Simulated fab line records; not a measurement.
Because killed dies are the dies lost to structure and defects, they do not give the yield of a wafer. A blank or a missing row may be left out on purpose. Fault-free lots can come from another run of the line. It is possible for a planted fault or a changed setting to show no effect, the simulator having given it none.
fab line records	flow n5_finfet
[record] lots = 9	wafers = 25	last_day = 19
route steps=1938 shown SD_ACTIVATION@330 ILD0@344 SDB@360 BEOL_M4@1111
lots untouched by any fault: they come from a run of this same line in which no faults occurred
start_h: start of the lot's first displayed wafer, in hours after the record's first day	wait_h: how many hours have passed since the lot's step before this one	" as in the row above	L1.1+2: a row that stands for several wafers	- no value, or no start given	* or withheld: withheld	< > ~ a bound
route shown NAME@n: names a module that has steps shown in the file, with the first one's number in the route	usual: mean/standard deviation of fault-free wafers	same: alike in all rows	chamber/n: place in a boat	sites: the reading at each site	_std_site: how widely they spread, as a standard deviation	_edge_site: outer sites' mean less inner sites'	radius_mm: for every site, how far away it sits from the centre of the wafer	mask NAME#n: copy n	behind: the tool/chamber that last shaped the wafer	hold: cause of the lot's hold/its duration in hours/its outcome	device: the n, p or np transistor that did not switch	end of line: the tests these same wafers got at the end of their route	where a step has no rows: the recipe by itself	killed: dies lost to structure and defects at the first sort, not the wafer's yield	map: shows each die of a wafer: x if killed, . if not, _ if none is there
set.NAME: setting as actually run; set.NAME@STEP: the setting as run at that earlier step	model.NAME: the simulator's own value behind a step, which no gauge read
route steps across a sampled set of lots; one table per step, one row per wafer
services: from which hour (start_h, from the record's first day; less than 0 if before it) a tool's chamber was out of use, for how many hours, and why
[[steps]]
[step N5_SD_ACTIVATION_RTA_00]
[recipe] temp_c = 975	time_s = 0	ambient = N2	idle_temp_c = 600	ramp_up_c_per_s = 150	ramp_down_c_per_s = 60	cool_to_c = 600
[usual] lamp_power_pct = 8.95/0.055	lamp_zone_1_pct = 8.95/0.037	lamp_zone_2_pct = 8.96/0.03	lamp_zone_7_pct = 9.35/0.033	wafer_temp_C_max = 975.0/2
lot.wafer	tool	chamber	start_h	wait_h	lamp_power_pct	lamp_zone_1_pct	lamp_zone_2_pct	lamp_zone_7_pct	wafer_temp_C_max
L995.1	rtp_anneal-02	0	58.42	0.0	8.92	8.99	8.96	9.36	974.3
L995.2	"	0	"	"	8.99	8.90	8.90	9.38	978.2
L995.3	"	0	"	"	8.98	8.91	8.92	9.34	978.1
L996.1	rtp_anneal-02	0	64.54	0.0	8.88	8.93	8.98	9.37	974.9
L996.4	"	0	"	"	8.91	9.01	8.96	9.36	976.3
L996.5	"	0	"	"	8.95	8.93	8.99	9.33	979.3
L102.1	rtp_anneal-02	0	104.90	0.1	8.93	9.00	8.93	9.35	978.1
L102.4	"	0	"	"	8.93	8.93	8.95	9.33	977.5
L105.1	rtp_anneal-01	0	120.28	0.0	8.98	9.00	8.93	9.29	974.1
L105.2	"	0	"	"	8.94	8.96	9.00	9.38	975.0
L106.1	rtp_anneal-01	0	131.51	0.0	9.01	8.93	8.90	9.37	974.9
L106.2	"	0	"	"	8.87	9.05	8.97	9.41	976.6
L106.6	"	0	"	"	8.94	8.94	8.98	9.32	977.5
L110.1	rtp_anneal-01	0	148.20	0.1	8.86	8.87	8.94	9.31	978.7
L110.2	"	0	"	"	8.98	9.01	8.97	9.33	977.0
L110.5	"	0	"	"	9.07	8.94	8.98	9.35	973.0
L115.1	rtp_anneal-01	0	178.03	0.2	8.94	8.92	8.97	9.32	973.6
L115.2	"	0	"	"	8.86	8.87	8.96	9.41	975.1
L115.4	"	0	"	"	8.91	8.96	9.00	9.38	977.1
L116.2	rtp_anneal-01	0	184.00	0.1	9.04	8.90	8.98	9.37	973.2
L116.5	"	0	"	"	9.01	8.95	8.99	9.32	977.2
L116.6	"	0	"	"	8.99	9.01	8.93	9.31	976.8
L118.2	rtp_anneal-02	0	194.60	0.1	8.98	8.94	8.93	9.31	972.9
L118.4	"	0	"	"	8.99	8.93	8.93	9.36	973.2
L118.6	"	0	"	"	8.98	8.90	8.96	9.34	974.4
[step N5_ILD0_CMP_12]
[recipe] stop_on = poly-Si	material = SiNx	t_overpolish_s = 6	post_cmp_clean = alkaline_brush	down_force_psi = 2.5	platen_rpm = 51.8	pad_velocity_m_s = 1.0307	target_thk_nm = 17.67
[usual] head_pressure_psi = 2.499/0.0057	motor_current_A = 8.9/0.76	overpolish_run_s = 6.000/0.0093	time_to_endpoint_s = 28.9/2
lot.wafer	tool	chamber	start_h	wait_h	head_pressure_psi	motor_current_A	overpolish_run_s	time_to_endpoint_s
L995.2	cmp-02	2	65.10	1.1	2.508	9.9	6.009	28.0
L995.3	"	0	"	"	2.503	8.7	6.016	29.8
L995.1	"	1	"	"	2.511	8.4	6.005	29.3
L996.4	cmp-04	1	72.33	1.1	2.498	9.1	6.006	30.1
L996.1	"	3	"	"	2.504	9.0	6.004	29.6
L996.5	"	2	"	"	2.498	10.4	5.993	28.6
L102.1	cmp-01	0	111.61	1.2	2.497	8.3	5.997	30.1
L102.4	"	2	"	"	2.493	8.7	5.999	31.3
L105.2	cmp-02	0	126.98	1.1	2.498	8.2	6.018	27.3
L105.1	"	1	"	"	2.497	8.1	6.002	26.4
L106.2	cmp-02	3	138.21	1.1	2.494	8.7	5.986	27.3
L106.1	"	2	"	"	2.506	9.4	6.009	27.7
L106.6	"	0	"	"	2.498	9.1	5.998	26.7
L110.1	cmp-01	2	154.94	1.2	2.506	8.7	6.011	32.5
L110.2	"	3	"	"	2.501	7.7	6.001	30.2
L110.5	"	2	"	"	2.505	8.8	5.993	30.2
L115.1	cmp-04	1	184.80	1.1	2.495	9.6	5.991	28.7
L115.2	"	3	"	"	2.509	8.9	6.000	27.0
L115.4	"	0	"	"	2.511	9.0	6.013	29.6
L116.2	cmp-01	2	190.81	1.2	2.498	8.9	5.997	29.8
L116.6	"	3	"	"	2.496	8.1	5.999	31.6
L116.5	"	0	"	"	2.501	8.7	6.004	32.1
L118.4	cmp-01	1	201.67	1.1	2.503	10.2	6.009	30.6
L118.2	"	3	"	"	2.501	7.8	5.998	33.1
L118.6	"	1	"	"	2.495	9.4	5.990	30.7
[step N5_ILD0_THK_MEAS_13]
[usual] thk_nm = 17.7/0.79
lot.wafer	tool	chamber	start_h	wait_h	thk_nm
L995.1	film_metro-02	-	65.40	-	17.1
L995.2	"	-	"	"	18.0
L995.3	"	-	"	"	18.8
L996.1	film_metro-02	-	72.62	-	17.7
L996.4	"	-	"	"	18.0
L996.5	"	-	"	"	19.3
L102.1	film_metro-02	-	111.87	-	17.4
L102.4	"	-	"	"	17.6
L105.1	film_metro-02	-	127.27	-	16.8
L105.2	"	-	"	"	17.6
L106.1	film_metro-01	-	138.50	-	17.9
L106.2	"	-	"	"	19.4
L106.6	"	-	"	"	17.3
L110.1	film_metro-01	-	155.19	-	18.7
L110.2	"	-	"	"	18.6
L110.5	"	-	"	"	17.3
L115.1	film_metro-02	-	185.10	-	17.5
L115.2	"	-	"	"	17.0
L115.4	"	-	"	"	17.1
L116.2	film_metro-01	-	190.99	-	18.4
L116.5	"	-	"	"	18.4
L116.6	"	-	"	"	18.4
L118.2	film_metro-02	-	201.96	-	17.1
L118.4	"	-	"	"	16.7
L118.6	"	-	"	"	17.9
[step N5_SDB_ETCH_17]
[recipe] chemistry = CF4	target = SiARC	target_depth_a = 234	mask_material = CAR-ArF	time_s = 39	ion_energy_ev = 80	pressure_mtorr = 40	source_w = 545	bias_w = 36	Ar_flow_sccm = 100	cf4_flow_sccm = 100	ends = cleared
[usual] cf4_flow_sccm = 100.0/0.31	drypump_motor_current_A = 5.8/0.38	etch_rf_on_time_s = 38.8/0.52	oes_product_au = 0.68/0.069	rf_vpp_V = 184.4/1.5	showerhead_plenum_p_Torr = 2.18/0.093	throttle_valve_pct = 15.54/0.19
lot.wafer	tool	chamber	start_h	wait_h	cf4_flow_sccm	drypump_motor_current_A	etch_rf_on_time_s	oes_product_au	rf_hours_counter_h	rf_vpp_V	showerhead_plenum_p_Torr	throttle_valve_pct
L995.1	rie_diel-05	0	66.68	0.0	99.8	5.5	38.8	0.68	127	184.9	2.23	15.38
L995.2	"	1	"	"	99.9	5.4	39.6	0.67	101	182.1	2.00	15.68
L995.3	"	3	"	"	100.6	6.3	38.4	0.62	201	184.2	2.21	15.79
L996.1	rie_diel-02	0	73.26	0.0	100.2	5.3	37.7	0.83	2	184.0	2.27	15.20
L996.4	"	3	"	"	99.6	5.9	39.0	0.66	151	185.1	2.22	15.39
L996.5	"	2	"	"	100.2	6.4	38.3	0.59	-	182.8	2.12	15.74
L102.1	rie_diel-02	3	112.57	0.0	100.0	5.9	39.6	0.64	164	184.5	2.22	15.42
L102.4	"	2	"	"	100.1	6.4	44.9	0.54	225	183.8	2.11	15.75
L105.1	rie_diel-02	3	127.91	0.0	99.9	5.9	40.3	0.63	170	183.6	2.21	15.43
L105.2	"	2	"	"	99.7	6.4	44.9	0.54	228	183.6	2.11	15.78
L106.1	rie_diel-05	0	139.01	0.0	100.3	5.5	38.9	0.66	151	185.7	2.22	15.41
L106.2	"	2	"	"	99.9	5.8	38.6	0.84	0	186.4	2.28	15.41
L106.6	"	0	"	"	100.3	5.5	39.0	0.65	-	186.3	2.22	15.42
L110.1	rie_diel-04	2	155.86	0.0	99.7	6.1	38.3	0.75	47	183.6	2.10	15.71
L110.2	"	1	"	"	100.4	6.1	39.3	0.62	201	182.8	2.04	15.51
L110.5	"	2	"	"	99.8	6.1	38.1	0.76	-	182.9	2.10	15.72
L115.1	rie_diel-04	2	185.61	0.0	100.0	6.1	38.3	0.75	59	184.4	2.09	15.77
L115.2	"	3	"	"	99.7	6.0	37.6	0.63	202	183.9	2.12	15.54
L115.4	"	1	"	"	100.1	6.1	38.6	0.62	214	183.6	2.03	15.54
L116.2	rie_diel-05	3	191.62	0.0	100.1	6.3	38.7	0.61	241	184.5	2.20	15.84
L116.5	"	1	"	"	99.7	5.4	38.7	0.64	-	181.3	1.99	15.77
L116.6	"	0	"	"	99.5	5.5	39.1	0.64	-	185.3	2.21	15.44
L118.2	rie_diel-02	0	202.60	0.0	100.2	5.3	38.1	0.72	46	184.9	2.26	15.28
L118.4	"	1	"	"	99.8	5.5	39.1	0.69	-	185.1	2.26	15.56
L118.6	"	0	"	"	100.4	5.3	37.9	0.72	-	185.1	2.26	15.29
[step N5_BEOL_M4_RC_MEAS_101]
[usual] DIBL_N = 35.9/1.3	DIBL_P = 35.9/1.5	IOFF_N = 0.152/0.023	IOFF_P = 0.204/0.027	ION_N = 673/9.2	ION_P = 462/6.7	SS_N = 71.4/0.48	SS_P = 73.2/0.55	VT_N = 250.3/2.6	VT_P = -250.6/3
lot.wafer	tool	chamber	start_h	wait_h	DIBL_N[mV/V]	DIBL_P[mV/V]	IOFF_N[nA/um]	IOFF_P[nA/um]	ION_N[uA/um]	ION_P[uA/um]	SS_N[mV/dec]	SS_P[mV/dec]	VT_N[mV]	VT_P[mV]
L995.1	prober-02	0	180.88	0.0	35.2	35.1	0.120	0.163	662	455	70.9	72.3	255.4	-253.8
L995.2	"	0	"	"	37.0	38.1	0.155	0.207	671	468	71.2	72.6	251.9	-251.8
L995.3	"	0	"	"	37.2	37.3	0.149	0.193	659	450	71.6	73.2	250.1	-251.3
L996.1	prober-01	0	186.74	0.0	35.9	36.2	0.177	0.208	682	458	71.3	73.9	246.9	-250.4
L996.4	"	0	"	"	35.3	35.8	0.163	0.198	679	459	71.8	73.7	248.9	-251.5
L996.5	"	0	"	"	34.9	36.1	0.159	0.204	676	464	70.8	73.1	248.7	-252.7
L102.1	prober-02	0	240.07	0.2	34.9	35.7	0.133	0.189	680	467	71.8	73.1	252.7	-250.8
L102.4	"	0	"	"	36.8	37.5	0.160	0.215	691	467	70.9	73.4	249.5	-248.3
L105.1	prober-02	0	247.96	0.3	38.2	38.8	0.225	0.247	690	467	71.5	74.1	242.7	-248.1
L105.2	"	0	"	"	37.6	37.3	0.206	0.217	678	458	71.8	73.2	244.2	-253.5
L106.1	prober-01	0	266.27	0.0	35.2	36.2	0.158	0.216	679	469	71.9	72.9	250.1	-248.2
L106.2	"	0	"	"	32.5	33.7	0.120	0.180	670	462	70.6	72.4	252.9	-250.1
L106.6	"	0	"	"	35.8	36.4	0.160	0.222	671	462	71.1	73.5	251.2	-248.6
L110.1	prober-02	0	278.09	0.0	37.4	34.7	0.139	0.161	679	457	71.0	72.6	251.0	-255.2
L110.2	"	0	"	"	39.0	36.7	0.163	0.193	689	463	71.4	73.7	248.7	-253.3
L110.5	"	0	"	"	36.4	33.5	0.121	0.149	669	452	71.3	72.6	252.4	-252.7
L115.1	prober-02	0	305.47	0.0	36.1	36.0	0.162	0.183	675	454	71.9	73.0	250.0	-253.1
L115.2	"	0	"	"	36.2	36.6	0.164	0.187	668	455	72.0	73.8	248.5	-255.2
L115.4	"	0	"	"	35.4	35.8	0.149	0.176	669	452	71.4	73.1	250.2	-256.0
L116.2	prober-02	0	313.59	0.2	35.1	35.8	0.128	0.167	669	455	71.1	73.3	255.3	-254.2
L116.5	"	0	"	"	35.0	36.8	0.132	0.175	668	454	71.7	73.4	253.2	-253.3
L116.6	"	0	"	"	35.1	36.6	0.138	0.171	672	456	71.8	73.2	252.9	-257.5
L118.2	prober-02	0	334.79	0.2	35.3	34.3	0.134	0.219	657	466	71.6	73.2	252.8	-247.0
L118.4	"	0	"	"	35.2	34.4	0.130	0.216	667	471	71.4	72.1	249.9	-247.9
L118.6	"	0	"	"	35.9	35.3	0.146	0.240	678	477	71.1	73.7	251.0	-244.7
[[services]]
tool	chamber	start_h	hours	kind
cmp-02	-	34.43	6.0	pm
cmp-04	-	50.28	1.1	repair
rie_diel-02	0	52.92	-	clean
rie_diel-02	0	52.92	-	consumable_replace:focus_ring
rie_diel-02	0	52.92	-	consumable_replace:showerhead
rie_diel-02	0	52.92	17.0	scheduled_down
rie_diel-02	0	52.92	17.0	vent_cycle
cmp-04	-	52.95	4.0	pm
rie_diel-05	2	60.80	8.2	repair
cmp-04	-	72.88	3.9	repair
cmp-04	-	84.86	0.3	repair
rie_diel-02	-	85.35	0.4	repair
cmp-04	-	87.41	1.7	repair
cmp-02	-	94.18	2.6	repair
cmp-02	-	99.98	5.3	repair
rie_diel-02	2	113.74	6.6	repair
cmp-01	-	122.00	5.7	pm
cmp-04	-	136.09	0.9	repair
cmp-02	-	139.93	1.2	repair
cmp-02	-	149.79	7.9	repair
cmp-02	-	182.65	1.8	repair
cmp-04	-	192.98	3.4	pm
cmp-01	-	195.17	1.2	repair
cmp-02	-	197.24	7.9	pm
[[key]]
[first_sign] step = N5_SDB_ETCH_17	reading = etch_rf_on_time_s	direction = up	sigmas = 12	usual = *	struck = *
effect none on later readings
met_at N5_SDB_ETCH_17
struck_lots L102,L105
struck_wafers L102.4,L105.2
not_acting_at N5_SD_ACTIVATION_RTA_00,N5_ILD0_CMP_12,N5_ILD0_THK_MEAS_13
onset_between 73.26 112.57
[fault] kind = process_parameter_drift	tool = rie_diel-02	chamber = -	onset_h = 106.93	steps = N5_SDB_ETCH_17	channel = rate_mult	offset = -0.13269	shape = step	end_h = 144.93	scope = struck_wafers_only
